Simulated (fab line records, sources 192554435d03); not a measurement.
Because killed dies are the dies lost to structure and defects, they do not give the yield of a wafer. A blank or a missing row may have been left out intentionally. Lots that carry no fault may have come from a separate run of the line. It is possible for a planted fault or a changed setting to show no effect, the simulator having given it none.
Matching of chambers / flow n5_finfet / N5_ILD0_CMP_12 on cmp-02: 3 sister chambers
The step polishes SiNx, stops on poly-Si, t overpolish 6 s, target thk 17.67 nm. 14 wafers are shown with their chamber, then 4 later ones without.

WAFERS, EACH WITH ITS CHAMBER
wafer=L551.1; chamber=2; motor_current_A (A)=8.2; head_pressure_psi (psi)=2.498; time_to_endpoint_s (s)=28.7
wafer=L551.4; chamber=0; motor_current_A (A)=8.4; head_pressure_psi (psi)=2.501; time_to_endpoint_s (s)=28.5
wafer=L551.5; chamber=2; motor_current_A (A)=8.4; head_pressure_psi (psi)=2.503; time_to_endpoint_s (s)=29.6
wafer=L552.1; chamber=1; motor_current_A (A)=10.7; head_pressure_psi (psi)=2.494; time_to_endpoint_s (s)=25.6
wafer=L552.4; chamber=0; motor_current_A (A)=9.0; head_pressure_psi (psi)=2.503; time_to_endpoint_s (s)=30.8
wafer=L552.6; chamber=1; motor_current_A (A)=10.8; head_pressure_psi (psi)=2.500; time_to_endpoint_s (s)=27.9
wafer=L553.4; chamber=1; motor_current_A (A)=10.7; head_pressure_psi (psi)=2.498; time_to_endpoint_s (s)=31.0
wafer=L553.5; chamber=1; motor_current_A (A)=10.5; head_pressure_psi (psi)=2.504; time_to_endpoint_s (s)=28.6
wafer=L553.6; chamber=0; motor_current_A (A)=8.5; head_pressure_psi (psi)=2.495; time_to_endpoint_s (s)=29.7
wafer=L557.1; chamber=1; motor_current_A (A)=10.6; head_pressure_psi (psi)=2.495; time_to_endpoint_s (s)=25.0
wafer=L557.4; chamber=2; motor_current_A (A)=8.4; head_pressure_psi (psi)=2.507; time_to_endpoint_s (s)=25.0
wafer=L557.6; chamber=0; motor_current_A (A)=8.6; head_pressure_psi (psi)=2.501; time_to_endpoint_s (s)=26.9
wafer=L564.1; chamber=1; motor_current_A (A)=10.1; head_pressure_psi (psi)=2.503; time_to_endpoint_s (s)=30.0
wafer=L564.5; chamber=2; motor_current_A (A)=8.9; head_pressure_psi (psi)=2.502; time_to_endpoint_s (s)=28.1

SIGNATURES (means of the wafers above)
reading=motor_current_A; chamber 0=8.625; chamber 1=10.567; chamber 2=8.475; scatter within a chamber=0.268
reading=head_pressure_psi; chamber 0=2.50000; chamber 1=2.49900; chamber 2=2.50250; scatter within a chamber=0.00383
reading=time_to_endpoint_s; chamber 0=28.975; chamber 1=28.017; chamber 2=27.850; scatter within a chamber=2.1
Rule: for a wafer and a chamber, the distance is found by dividing, reading by reading, the gap between the wafer's reading and the chamber's mean by the reading's scatter, squaring, summing and taking the root. If the next closest chamber is less than 2 further off than the closest, the wafer can't be placed; otherwise it belongs to the closest. The scatter: take each reading less its chamber's mean, square it, sum over the shown wafers, divide by the number of wafers less the number of chambers, and take the root.

WAFERS WITHOUT THEIR CHAMBER
wafer=L564.6; motor_current_A (A)=10.7; head_pressure_psi (psi)=2.506; time_to_endpoint_s (s)=28.8
wafer=L568.2; motor_current_A (A)=10.0; head_pressure_psi (psi)=2.508; time_to_endpoint_s (s)=28.8
wafer=L568.5; motor_current_A (A)=8.8; head_pressure_psi (psi)=2.500; time_to_endpoint_s (s)=29.0
wafer=L569.1; motor_current_A (A)=8.6; head_pressure_psi (psi)=2.494; time_to_endpoint_s (s)=28.5

WHICH CHAMBER EACH ONE RAN IN
wafer=L564.6; from the rows above=1; in truth=1
wafer=L568.2; from the rows above=1; in truth=1
wafer=L568.5; from the rows above=can't be placed: 0 or 2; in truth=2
wafer=L569.1; from the rows above=can't be placed: 0 or 2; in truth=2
Correct placement for 2 of the 4. From these rows, 2 cannot be placed; in 2 the true chamber is one of the candidates. Placed wrongly: 0.
